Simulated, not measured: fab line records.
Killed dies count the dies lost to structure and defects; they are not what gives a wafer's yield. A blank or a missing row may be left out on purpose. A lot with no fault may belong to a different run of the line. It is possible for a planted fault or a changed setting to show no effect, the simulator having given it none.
What tool caused it? -- flow nand-harc -- Sampling: 12 lots, 36 wafers, 6 of 1302 route steps

== WHAT EACH GAUGE READ, for each wafer ==
NHARC_P_ZERO_WELL_CD_MEAS_37 targets a cd of 720 nm.
lot,measured,on,cd-nm (nm)
L950,day 2 03:52,cd-sem-02,720.5 719.9 717.0
L954,day 3 16:08,cd-sem-01,751.5 750.1 754.6 752.3 750.2 754.4
L956,day 4 12:01,cd-sem-03,720.9 720.0 718.7
L963,day 7 10:09,cd-sem-03,719.1 717.6 721.3
L966,day 8 16:40,cd-sem-02,718.9 723.2 720.6
L967,day 9 02:01,cd-sem-01,721.5 719.2 720.9
L968,day 9 12:06,cd-sem-02,721.8 723.5 717.0
L969,day 9 22:06,cd-sem-01,717.1 719.0 720.6
L970,day 10 08:07,cd-sem-01,720.3 719.0 721.5
L971,day 10 18:07,cd-sem-01,717.0 718.4 716.7
L972,day 11 04:15,cd-sem-03,720.5 721.4 719.5
L973,day 11 14:14,cd-sem-02,718.6 721.6 720.7

NHARC_P_STI_OVL_MEAS_10.
lot,measured,on,overlay-x-nm (nm),overlay-y-nm (nm)
L950,day 3 01:40,overlay-01,7 6 7,8 7 8
L954,day 4 11:29,overlay-01,-3 -3 -3,0 0 1
L956,day 5 09:32,overlay-01,3 2 3,-4 -4 -4
L963,day 8 03:04,overlay-01,10 10 10,8 8 8
L966,day 9 11:08,overlay-02,1 1 0,10 9 10
L967,day 9 19:50,overlay-01,5 5 5,5 4 4
L968,day 10 06:22,overlay-01,3 3 2,2 1 2
L969,day 10 17:56,overlay-01,-3 -3 -4,-7 -7 -7
L970,day 11 03:27,overlay-01,-1 -1 -2,3 3 3
L971,day 11 14:32,overlay-01,-1 -1 -1,-7 -7 -7
L972,day 12 02:53,overlay-01,3 4 3,2 2 2
L973,day 12 09:38,overlay-01,1 1 2,0 -1 -1

NHARC_END_SORT_01.
lot,measured,on,killed-at-array,killed-at-other,killed-at-periphery,killed-dies,killed-open,killed-short
L966,day 31 18:52,prober-02,40 53,0 0,9 12,49 65,4 4,1 1

== WHICH TOOL RAN EACH LOT (tool, then ch and the chambers of the sampled wafers, then the start) ==
lot,NHARC_P_ZERO_WELL_ETCH_62,NHARC_P_ZERO_WELL_EXPOSE_34,NHARC_P_ZERO_WELL_RTA_42
L950,"rie-diel-02 ch 0,1, day 2 03:43 or earlier","krf-scanner-02 ch 0, day 2 03:43","rtp-anneal-01 ch 0, day 2 06:34"
L954,"rie-diel-02 ch 0,1, day 3 15:59 or earlier","krf-scanner-02 ch 0, day 3 15:59","rtp-anneal-02 ch 0, day 3 22:54"
L956,"rie-diel-02 ch 0,1,3, day 4 11:52 or earlier","krf-scanner-02 ch 0, day 4 11:52","rtp-anneal-01 ch 0, day 4 15:10"
L963,"rie-diel-04 ch 0,1,3, day 7 10:00 or earlier","krf-scanner-04 ch 0, day 7 10:00","rtp-anneal-02 ch 0, day 7 13:05"
L966,"rie-diel-13 ch 0,3, day 8 16:31 or earlier","krf-scanner-02 ch 0, day 8 16:31","rtp-anneal-02 ch 0, day 8 19:35"
L967,"rie-diel-02 ch 1,2, day 9 01:51 or earlier","krf-scanner-02 ch 0, day 9 01:51","rtp-anneal-02 ch 0, day 9 04:40"
L968,"rie-diel-02 ch 0,1,3, day 9 11:56 or earlier","krf-scanner-02 ch 0, day 9 11:56","rtp-anneal-02 ch 0, day 9 14:53"
L969,"rie-diel-13 ch 0,1, day 9 21:56 or earlier","krf-scanner-01 ch 0, day 9 21:56","rtp-anneal-02 ch 0, day 10 01:00"
L970,"rie-diel-13 ch 0,1, day 10 07:58 or earlier","krf-scanner-02 ch 0, day 10 07:58","rtp-anneal-02 ch 0, day 10 11:43"
L971,"rie-diel-02 ch 0,2,3, day 10 17:58 or earlier","krf-scanner-01 ch 0, day 10 17:58","rtp-anneal-01 ch 0, day 10 23:28"
L972,"rie-diel-04 ch 0,2,3, day 11 04:06 or earlier","krf-scanner-04 ch 0, day 11 04:06","rtp-anneal-02 ch 0, day 11 07:13"
L973,"rie-diel-13 ch 2,3, day 11 14:05 or earlier","krf-scanner-02 ch 0, day 11 14:05","rtp-anneal-01 ch 0, day 11 17:09"
- NHARC_P_ZERO_WELL_ETCH_62: etches the open film in CHF3/Ar, target depth 13 nm, time 6.5 s.
- NHARC_P_ZERO_WELL_EXPOSE_34: exposes mask P PWELL, target cd 720 nm.
- NHARC_P_ZERO_WELL_RTA_42: time 300 s.

== AS READ BY THE TOOLS THEMSELVES (means over the sampled wafers that have a number; for cases with no such wafer, the mark the record gives instead) ==
NHARC_P_ZERO_WELL_ETCH_62.
lot,tool,drypump-motor-current-A (A),oes-product-au (a.u.),rf-vpp-V (V),showerhead-plenum-p-Torr (Torr),throttle-valve-pct (%)
L950,rie-diel-02,6.6,0.938,367.8,2.21,20.218
L954,rie-diel-02,6.6,0.973,367.9,2.20,20.221
L956,rie-diel-02,6.7,0.967,368.7,2.27,20.214
L963,rie-diel-04,5.8,0.968,373.1,2.45,20.211
L966,rie-diel-13,5.5,0.941,370.7,2.36,20.222
L967,rie-diel-02,6.4,0.977,370.8,2.33,20.226
L968,rie-diel-02,6.7,0.965,369.2,2.25,20.222
L969,rie-diel-13,6.1,0.983,373.2,2.47,20.217
L970,rie-diel-13,6.1,0.984,373.7,2.47,20.212
L971,rie-diel-02,6.4,0.978,372.8,2.46,20.217
L972,rie-diel-04,5.5,0.960,372.2,2.42,20.226
L973,rie-diel-13,5.3,0.987,369.6,2.28,20.203

NHARC_P_ZERO_WELL_RTA_42.
lot,tool,lamp-power-pct (%),wafer_temp_C_max
L950,rtp-anneal-01,37.0,1104.6
L954,rtp-anneal-02,38.4,1106.6
L956,rtp-anneal-01,37.1,1104.8
L963,rtp-anneal-02,38.6,1107.8
L966,rtp-anneal-02,38.6,1106.9
L967,rtp-anneal-02,38.6,1106.3
L968,rtp-anneal-02,38.6,1107.4
L969,rtp-anneal-02,38.6,1107.3
L970,rtp-anneal-02,38.4,1108.1
L971,rtp-anneal-01,37.0,1104.8
L972,rtp-anneal-02,38.6,1106.4
L973,rtp-anneal-01,37.0,1105.6

== THE ANSWER, worked out from the rows above alone ==
Rule: the usual values come from the lots themselves. The widest of any qualifying gaps counts: lots, ordered by their means at a reading, are off when they make up no more than a third of the lots, leave a main group of 4 or more, and stand apart from it by 3 or more times the standard deviation of that group's means. The tables above print the reading to a certain number of digits; a main group whose means all agree to those digits is not used. A lot without any number at a reading at which 4 lots or more have one is off too. The other lots that the step has rows for count as sound. Order of review: gauges by route order, followed by the tools' own readings, for which a lot's mean as printed above is used. At the first step where some lot is off, the reading lying furthest off is the one used; lots without a number count as furthest.
Off, at NHARC_P_ZERO_WELL_CD_MEAS_37 on cd-nm: L954. Mean 719.8 nm and standard deviation 1 in the main group.
A tool fits if, at a process step before that reading, it ran every lot that is off, and no sound lot after the first of them. Gauges at NHARC_P_ZERO_WELL_CD_MEAS_37: tried the same way as those tools. NHARC_P_ZERO_WELL_ETCH_62: start missing for some lots; hours and lot order therefore follow NHARC_P_ZERO_WELL_EXPOSE_34. Not one of the candidates tried fits.

== WHAT WAS PUT IN BY THE SIMULATOR ==
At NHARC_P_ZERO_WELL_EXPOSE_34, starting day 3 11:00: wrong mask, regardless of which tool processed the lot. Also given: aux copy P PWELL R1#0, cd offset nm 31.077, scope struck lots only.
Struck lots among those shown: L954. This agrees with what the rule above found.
